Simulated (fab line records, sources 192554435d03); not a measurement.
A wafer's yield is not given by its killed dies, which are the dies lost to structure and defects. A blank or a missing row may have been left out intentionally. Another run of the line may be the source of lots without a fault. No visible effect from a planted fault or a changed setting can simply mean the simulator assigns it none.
Chamber matching / flow n5-finfet / N5_BEOL_M5_PRE_CLEAN_77 on cvd-co-01 has 3 sister chambers
The step time 15 s. 3 wafers are shown with their chamber, then 12 later ones without.

## EACH WAFER AND ITS CHAMBER
wafer=L086.5; chamber=2; heater-power-w (W)=64
wafer=L088.4; chamber=1; heater-power-w (W)=76
wafer=L088.5; chamber=0; heater-power-w (W)=66

## WAFERS WHOSE CHAMBER IS MISSING
wafer=L093.3; heater-power-w (W)=66
wafer=L093.5; heater-power-w (W)=74
wafer=L093.6; heater-power-w (W)=67
wafer=L092.1; heater-power-w (W)=67
wafer=L092.2; heater-power-w (W)=66
wafer=L092.5; heater-power-w (W)=65
wafer=L094.2; heater-power-w (W)=67
wafer=L094.3; heater-power-w (W)=76
wafer=L094.6; heater-power-w (W)=64
wafer=L096.4; heater-power-w (W)=65
wafer=L096.5; heater-power-w (W)=75
wafer=L096.6; heater-power-w (W)=67

## EACH ONE'S CHAMBER
wafer=L093.3; from the rows above=0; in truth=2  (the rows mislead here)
wafer=L093.5; from the rows above=1; in truth=1
wafer=L093.6; from the rows above=0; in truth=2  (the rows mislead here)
wafer=L092.1; from the rows above=0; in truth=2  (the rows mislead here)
wafer=L092.2; from the rows above=0; in truth=0
wafer=L092.5; from the rows above=can't be placed: 0 or 2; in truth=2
wafer=L094.2; from the rows above=0; in truth=0
wafer=L094.3; from the rows above=1; in truth=1
wafer=L094.6; from the rows above=2; in truth=2
wafer=L096.4; from the rows above=can't be placed: 0 or 2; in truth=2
wafer=L096.5; from the rows above=1; in truth=1
wafer=L096.6; from the rows above=0; in truth=0
Correctly placed: 7 of 12. From these rows, 2 cannot be placed; in 2 the true chamber is one of the candidates. Wrongly placed: 3.
How it was worked out, from the rows above alone: a wafer's distance from a chamber is the root of the sum, over the readings, of the square of ((its reading less the chamber's mean) divided by the reading's scatter). The wafer belongs to the nearest chamber; if the next one is less than 2 further off, it can't be placed. The mean given for a chamber averages the wafers shown for that chamber. The scatter: with one shown wafer a chamber, the root of the mean of the squares of how far each hidden wafer lies from its nearest shown one.
